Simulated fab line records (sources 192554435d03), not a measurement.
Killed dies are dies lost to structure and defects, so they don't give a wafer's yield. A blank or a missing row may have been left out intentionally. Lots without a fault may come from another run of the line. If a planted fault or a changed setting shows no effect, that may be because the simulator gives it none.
Lot-split experiment / flow n5Finfet / on a route of 1938 steps: 7 lots, 39 wafers read

== THE SPLIT ITSELF ==
At N5_BEOL_M6_ILD_DEP_00 (deposits SiCOH lowk from DEMS/porogen, target thk 179.75 nm, time 33.4 s), the setting timeS was moved away from the recipe's 33.4 s on 15 of the 39 wafers read, by -36.4% to +34.9%. All remaining wafers had this setting at the recipe value.

== FROM THE SPLIT TO THE READING: what the file shows between them, 1 step ==
- N5_BEOL_M6_CURE_74: cures SiCOH lowk, time 240 s

== THE READING ==
Values of M6_ILD_THK in nm from N5_BEOL_M6_THK_MEAS_01. Fault-free wafers of this fab line usually give 155.5 nm, standard deviation 2.5 nm.

wafer=L077.1; tool, chamber at the split=pecvd-03, 0; timeS as run, s=33.4; against the recipe=recipe; M6_ILD_THK, nm=152.7; against lot-mates on the recipe=-
wafer=L077.2; tool, chamber at the split=pecvd-03, 1; timeS as run, s=21.25; against the recipe=-36.4%; M6_ILD_THK, nm=98.6; against lot-mates on the recipe=-55.9
wafer=L077.3; tool, chamber at the split=pecvd-03, 0; timeS as run, s=33.4; against the recipe=recipe; M6_ILD_THK, nm=154.8; against lot-mates on the recipe=-
wafer=L077.4; tool, chamber at the split=pecvd-03, 1; timeS as run, s=33.4; against the recipe=recipe; M6_ILD_THK, nm=156.0; against lot-mates on the recipe=-
wafer=L077.5; tool, chamber at the split=pecvd-03, 1; timeS as run, s=21.25; against the recipe=-36.4%; M6_ILD_THK, nm=100.7; against lot-mates on the recipe=-53.8
wafer=L077.6; tool, chamber at the split=pecvd-03, 0; timeS as run, s=21.25; against the recipe=-36.4%; M6_ILD_THK, nm=99.4; against lot-mates on the recipe=-55.1
wafer=L081.1; tool, chamber at the split=pecvd-01, 2; timeS as run, s=33.4; against the recipe=recipe; M6_ILD_THK, nm=156.8; against lot-mates on the recipe=-
wafer=L081.2; tool, chamber at the split=pecvd-01, 1; timeS as run, s=40.47; against the recipe=+21.2%; M6_ILD_THK, nm=190.7; against lot-mates on the recipe=+32.7
wafer=L081.3; tool, chamber at the split=pecvd-01, 0; timeS as run, s=33.4; against the recipe=recipe; M6_ILD_THK, nm=156.3; against lot-mates on the recipe=-
wafer=L081.4; tool, chamber at the split=pecvd-01, 1; timeS as run, s=40.47; against the recipe=+21.2%; M6_ILD_THK, nm=191.8; against lot-mates on the recipe=+33.8
wafer=L081.5; tool, chamber at the split=pecvd-01, 2; timeS as run, s=33.4; against the recipe=recipe; M6_ILD_THK, nm=161.0; against lot-mates on the recipe=-
wafer=L081.6; tool, chamber at the split=pecvd-01, 0; timeS as run, s=40.47; against the recipe=+21.2%; M6_ILD_THK, nm=192.2; against lot-mates on the recipe=+34.2
wafer=L083.1; tool, chamber at the split=pecvd-02, 0; timeS as run, s=33.4; against the recipe=recipe; M6_ILD_THK, nm=152.9; against lot-mates on the recipe=-
wafer=L083.2; tool, chamber at the split=pecvd-02, 1; timeS as run, s=33.4; against the recipe=recipe; M6_ILD_THK, nm=151.8; against lot-mates on the recipe=-
wafer=L083.3; tool, chamber at the split=pecvd-02, 0; timeS as run, s=33.4; against the recipe=recipe; M6_ILD_THK, nm=155.2; against lot-mates on the recipe=-
wafer=L083.4; tool, chamber at the split=pecvd-02, 1; timeS as run, s=33.4; against the recipe=recipe; M6_ILD_THK, nm=154.3; against lot-mates on the recipe=-
wafer=L083.5; tool, chamber at the split=pecvd-02, 1; timeS as run, s=33.4; against the recipe=recipe; M6_ILD_THK, nm=155.3; against lot-mates on the recipe=-
wafer=L083.6; tool, chamber at the split=pecvd-02, 0; timeS as run, s=33.4; against the recipe=recipe; M6_ILD_THK, nm=156.5; against lot-mates on the recipe=-
wafer=L082.1; tool, chamber at the split=pecvd-02, 0; timeS as run, s=45.05; against the recipe=+34.9%; M6_ILD_THK, nm=205.7; against lot-mates on the recipe=+51.2
wafer=L082.2; tool, chamber at the split=pecvd-02, 1; timeS as run, s=45.05; against the recipe=+34.9%; M6_ILD_THK, nm=205.7; against lot-mates on the recipe=+51.2
wafer=L082.3; tool, chamber at the split=pecvd-02, 1; timeS as run, s=33.4; against the recipe=recipe; M6_ILD_THK, nm=154.2; against lot-mates on the recipe=-
wafer=L082.4; tool, chamber at the split=pecvd-02, 0; timeS as run, s=45.05; against the recipe=+34.9%; M6_ILD_THK, nm=208.3; against lot-mates on the recipe=+53.8
wafer=L082.5; tool, chamber at the split=pecvd-02, 1; timeS as run, s=33.4; against the recipe=recipe; M6_ILD_THK, nm=154.8; against lot-mates on the recipe=-
wafer=L082.6; tool, chamber at the split=pecvd-02, 0; timeS as run, s=33.4; against the recipe=recipe; M6_ILD_THK, nm=154.4; against lot-mates on the recipe=-
wafer=L086.1; tool, chamber at the split=pecvd-01, 1,0; timeS as run, s=33.4; against the recipe=recipe; M6_ILD_THK, nm=157.7; against lot-mates on the recipe=-
wafer=L086.2; tool, chamber at the split=pecvd-01, 2; timeS as run, s=39.04; against the recipe=+16.9%; M6_ILD_THK, nm=183.8; against lot-mates on the recipe=+25.4
wafer=L086.3; tool, chamber at the split=pecvd-01, 0; timeS as run, s=39.04; against the recipe=+16.9%; M6_ILD_THK, nm=180.0; against lot-mates on the recipe=+21.6
wafer=L086.4; tool, chamber at the split=pecvd-01, 2; timeS as run, s=39.04; against the recipe=+16.9%; M6_ILD_THK, nm=185.9; against lot-mates on the recipe=+27.5
wafer=L086.5; tool, chamber at the split=pecvd-01, 1,0; timeS as run, s=33.4; against the recipe=recipe; M6_ILD_THK, nm=157.5; against lot-mates on the recipe=-
wafer=L086.6; tool, chamber at the split=pecvd-01, 1; timeS as run, s=33.4; against the recipe=recipe; M6_ILD_THK, nm=159.9; against lot-mates on the recipe=-
wafer=L088.2; tool, chamber at the split=pecvd-01, 1; timeS as run, s=33.4; against the recipe=recipe; M6_ILD_THK, nm=158.3; against lot-mates on the recipe=-
wafer=L088.3; tool, chamber at the split=pecvd-01, 2; timeS as run, s=33.4; against the recipe=recipe; M6_ILD_THK, nm=157.1; against lot-mates on the recipe=-
wafer=L088.5; tool, chamber at the split=pecvd-01, 1; timeS as run, s=33.4; against the recipe=recipe; M6_ILD_THK, nm=159.8; against lot-mates on the recipe=-
wafer=L095.1; tool, chamber at the split=pecvd-03, 2; timeS as run, s=40.27; against the recipe=+20.6%; M6_ILD_THK, nm=184.7; against lot-mates on the recipe=+30.4
wafer=L095.2; tool, chamber at the split=pecvd-03, 1; timeS as run, s=33.4; against the recipe=recipe; M6_ILD_THK, nm=154.4; against lot-mates on the recipe=-
wafer=L095.3; tool, chamber at the split=pecvd-03, 0; timeS as run, s=33.4; against the recipe=recipe; M6_ILD_THK, nm=153.5; against lot-mates on the recipe=-
wafer=L095.4; tool, chamber at the split=pecvd-03, 0; timeS as run, s=33.4; against the recipe=recipe; M6_ILD_THK, nm=154.9; against lot-mates on the recipe=-
wafer=L095.5; tool, chamber at the split=pecvd-03, 1; timeS as run, s=40.27; against the recipe=+20.6%; M6_ILD_THK, nm=185.6; against lot-mates on the recipe=+31.3
wafer=L095.6; tool, chamber at the split=pecvd-03, 2; timeS as run, s=40.27; against the recipe=+20.6%; M6_ILD_THK, nm=187.3; against lot-mates on the recipe=+33.0
Where a row lists several chambers, the file gives one row for several wafers and doesn't say which wafer went through which chamber.

THE FIT
A straight line over all 39 wafers: M6_ILD_THK changes by +1.53 nm for each +1% of timeS; r = +1.00; the points scatter about the line by 2.5 nm.
The same after taking each lot's own level away (the mean of its wafers on the recipe; 39 wafers): +1.51 nm for each +1%; r = +1.00; scatter 1.5 nm.
That fit puts the effect of the largest move of timeS on the reading at 55 nm.
From 154.27 to 158.40 nm: that is the span of the lots' own levels, equal to 1.7 times the standard deviation above.
The two slopes agree, so the slope changes little with the lot-to-lot level.
Check: -54.8 nm against its lot-mates is what the line predicts for one of the wafers moved furthest among these (-36.4%) when that wafer is left out of the fit. Against them it came out at -55.9 nm.

== OTHER SPLITS ON THESE WAFERS ==
Other splits were also applied to these wafers ahead of the reading. Each is held against what the fit with the lots' levels taken away leaves over:
other split on the same wafers=N5_BEOL_M0_SAQP_ETCH_106 targetDepthA; wafers away from the commonest value=18; r with M6_ILD_THK (lot level and that fit taken away)=+0.09
other split on the same wafers=N5_BEOL_M2_ALD_98 aldCycles; wafers away from the commonest value=15; r with M6_ILD_THK (lot level and that fit taken away)=-0.06

== THE WHOLE CHAIN: every reading that the file lists as answering this split, in the file's order ==
step=N5_BEOL_M6_ILD_DEP_00; what it does=deposits SiCOH lowk from DEMS/porogen, target thk 179.75 nm, time 33.4 s; reading=SiCOH_lowk_of_BEOL_M6_ILD_DEP_00.thkNm (the simulator's own value, which no gauge read); change (the file's fit)=+1.74 nm for each +1% of the setting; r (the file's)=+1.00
step=N5_BEOL_M6_CURE_74; what it does=cures SiCOH lowk, time 240 s; reading=SiCOH_lowk_of_BEOL_M6_ILD_DEP_00.thkNm (the simulator's own value, which no gauge read); change (the file's fit)=+1.51 nm for each +1% of the setting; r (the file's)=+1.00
step=N5_BEOL_M6_THK_MEAS_01; what it does=; reading=M6_ILD_THK; change (the file's fit)=+1.51 for each +1% of the setting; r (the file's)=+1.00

== THE FILE'S OWN FIT ==
M6_ILD_THK changes by +1.51 nm for each +1% of timeS, r = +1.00.
